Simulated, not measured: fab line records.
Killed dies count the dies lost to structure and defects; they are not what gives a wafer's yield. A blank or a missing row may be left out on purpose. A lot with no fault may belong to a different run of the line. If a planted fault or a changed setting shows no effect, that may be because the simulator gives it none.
Which tool was responsible?	flow nand harc	12 lots with 36 wafers sampled at 4 steps, on a route of 1159 steps

WHAT EACH GAUGE READ, for each wafer
The record holds no reading of a measuring or inspecting step that can be judged against a usual standard deviation.

WHAT TOOL EACH LOT RAN ON (gives the tool, then ch and the chambers of the sampled wafers, and finally the start)
lot	NHARC_A_CONTACT_ETCH_50	NHARC_A_CONTACT_ETCH_51	NHARC_A_CONTACT_ETCH_112	NHARC_A_CONTACT_ETCH_122
L374	rie diel-13 ch 1,3, day 16 12:14	rie diel-13 ch 1,2,3, day 16 13:14 or earlier	har cap etch-02 ch 0,1, day 16 13:14	har cap etch-02 ch 0,1, day 16 14:08
L378	rie diel-03 ch 0,1,2, day 16 17:02	rie diel-03 ch 1,2, day 16 18:00 or earlier	har cap etch-02 ch 0,1, day 16 18:00	har cap etch-02 ch 0,1, day 16 18:55
L375	rie diel-03 ch 0,1,3, day 16 17:51	rie diel-03 ch 0,1,2, day 16 18:55 or earlier	har cap etch-03 ch 0,1, day 16 18:55	har cap etch-03 ch 0,1, day 16 20:08
L377	rie diel-08 ch 0,2,3, day 17 11:17	rie diel-08 ch 0,1,2, day 17 12:20 or earlier	har cap etch-02 ch 0,1, day 17 12:20	har cap etch-02 ch 0,1, day 17 13:33
L382	rie diel-03 ch 0,1,3, day 18 10:31	rie diel-03 ch 0,1,2, day 18 11:28 or earlier	har cap etch-03 ch 0,1, day 18 11:28	har cap etch-03 ch 0,1, day 18 12:22
L381	rie diel-13 ch 1,2, day 18 10:38	rie diel-13 ch 0,1,3, day 18 11:35 or earlier	har cap etch-02 ch 1, day 18 11:35	har cap etch-02 ch 1, day 18 12:29
L385	rie diel-03 ch 0,1,2, day 19 00:41	rie diel-03 ch 0,1,2, day 19 01:37 or earlier	har cap etch-02 ch 0,1, day 19 01:37	har cap etch-02 ch 0,1, day 19 02:31
L383	rie diel-13 ch 0,2,3, day 19 04:26	rie diel-13 ch 1,2,3, day 19 05:22 or earlier	har cap etch-01 ch 1, day 19 05:22	har cap etch-01 ch 1, day 19 06:17
L388	rie diel-03 ch 2,3, day 19 13:34	rie diel-03 ch 1,2,3, day 19 14:40 or earlier	har cap etch-02 ch 0,1, day 19 14:40	har cap etch-02 ch 0,1, day 19 15:34
L390	rie diel-03 ch 1,2,3, day 19 14:11	rie diel-03 ch 1,3, day 19 15:17 or earlier	har cap etch-03 ch 0,1, day 19 15:17	har cap etch-03 ch 0,1, day 19 16:11
L391	rie diel-03 ch 0,3, day 20 17:36	rie diel-03 ch 0,2,3, day 20 18:32 or earlier	har cap etch-01 ch 0, day 20 18:32	har cap etch-01 ch 0, day 20 19:26
L393	rie diel-13 ch 0,2,3, day 21 13:37	rie diel-13 ch 1,2, day 21 14:35 or earlier	har cap etch-02 ch 0,1, day 21 14:35	har cap etch-02 ch 0,1, day 21 15:29
- NHARC_A_CONTACT_ETCH_50: etches the open film in CF4/CHF3, target depth 84.7 nm, time 42.4 s.
- NHARC_A_CONTACT_ETCH_51: etches the open film in O2/COS, target depth 3600 nm, time 936 s.
- NHARC_A_CONTACT_ETCH_112: etches the open film in C4F8/O2/Ar, time 94 s, target depth 922 nm.
- NHARC_A_CONTACT_ETCH_122: etches the open film in C4F8/O2/Ar, time 95 s, target depth 930 nm.

WHAT THE TOOLS THEMSELVES READ (means of the sampled wafers that have a number; where no wafer has one, the mark that the record gives instead)
NHARC_A_CONTACT_ETCH_50. Usual: drypump motor current A 5.8 A, standard deviation 0.45; oes product au 0.951 a.u., standard deviation 0.021; rf vpp V 369.7 V, standard deviation 2.6; run length s 63.4 s, standard deviation 0.39; showerhead plenum p Torr 1.55 Torr, standard deviation 0.072; throttle valve pct 16.803 %, standard deviation 0.0086.
lot	tool	drypump motor current A (A)	oes product au (a.u.)	rf vpp V (V)	run length s (s)	showerhead plenum p Torr (Torr)	throttle valve pct (%)	flag
L374	rie diel-13	6.1	0.910	372.4	63.6	1.63	16.793	
L378	rie diel-03	5.7	0.952	370.8	63.1	1.60	16.806	
L375	rie diel-03	5.9	0.955	370.3	63.4	1.57	16.801	
L377	rie diel-08	5.2	0.928	366.8	63.9	1.48	16.810	
L382	rie diel-03	5.9	0.953	370.2	63.4	1.57	16.801	
L381	rie diel-13	5.3	0.907	368.5	64.0	1.53	16.799	
L385	rie diel-03	5.7	0.954	371.0	63.1	1.59	16.799	
L383	rie diel-13	5.8	0.918	369.6	63.5	1.56	16.807	
L388	rie diel-03	6.0	0.967	369.9	63.0	1.55	16.795	
L390	rie diel-03	5.9	0.943	370.4	61.2	1.58	16.800	OFF
L391	rie diel-03	6.1	0.975	367.9	61.2	1.52	16.804	OFF
L393	rie diel-13	5.8	0.952	370.1	63.7	1.56	16.802	

NHARC_A_CONTACT_ETCH_51. Usual: drypump motor current A 5.8 A, standard deviation 0.44; oes product au 0.999 a.u., standard deviation 0.011; rf vpp V 313.5 V, standard deviation 2.1; run length s 957.1 s, standard deviation 0.36; showerhead plenum p Torr 3.07 Torr, standard deviation 0.14; throttle valve pct 28.330 %, standard deviation 0.0095.
lot	tool	drypump motor current A (A)	oes product au (a.u.)	rf vpp V (V)	run length s (s)	showerhead plenum p Torr (Torr)	throttle valve pct (%)	flag
L374	rie diel-13	5.7	0.985	314.5	957.3	3.13	28.322	
L378	rie diel-03	5.7	1.001	315.7	956.6	3.20	28.333	
L375	rie diel-03	5.7	1.002	315.9	956.8	3.17	28.342	
L377	rie diel-08	5.5	0.996	311.9	957.1	2.95	28.324	
L382	rie diel-03	5.7	0.990	314.5	956.7	3.16	28.333	
L381	rie diel-13	6.1	0.997	313.3	957.1	3.09	28.325	
L385	rie diel-03	5.7	1.001	314.2	956.7	3.16	28.333	
L383	rie diel-13	5.7	0.989	313.6	957.4	3.12	28.327	
L388	rie diel-03	5.9	1.001	313.3	957.0	3.14	28.329	
L390	rie diel-03	6.2	0.995	314.3	957.2	3.09	28.330	
L391	rie diel-03	6.1	1.002	313.6	956.9	3.04	28.331	
L393	rie diel-13	5.7	0.997	312.9	957.5	3.02	28.340	

THE ANSWER, worked out from the rows above alone
Rule: a lot counts as off when the mean over its wafers that have a number is more than 3 standard deviations away from the usual mean. A lot without any number at a reading at which 4 lots or more have one is off too. Where the step has rows for the other lots, those lots are counted as sound. The gauges are gone through in route order, then the tools' own readings, and for those a lot's mean is taken as printed above. At the first step where some lot is off, the reading lying furthest off is the one used; lots without a number count as furthest.
Off: L390, L391, at NHARC_A_CONTACT_ETCH_50 (run length s).
If a tool, at that step or one of the process steps before it, ran each lot that is off and ran no sound lot following the first of them, it fits. One candidate fits, namely rie diel-03 at NHARC_A_CONTACT_ETCH_50. A fault onset in the window from L388 (day 19 13:34, its last sound lot) to L390 (day 19 14:11, its first lot off) fits.
On the lots that are off, the tool's own readings at NHARC_A_CONTACT_ETCH_50 differ by more than 5 times the standard deviation of the sound lots' means, which bears it out; run length s reads 61.2 s there versus 63.5 s on the sound lots.

WHAT THE SIMULATOR HAD PUT IN
rie diel-03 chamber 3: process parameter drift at NHARC_A_CONTACT_ETCH_50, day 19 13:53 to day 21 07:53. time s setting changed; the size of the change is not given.
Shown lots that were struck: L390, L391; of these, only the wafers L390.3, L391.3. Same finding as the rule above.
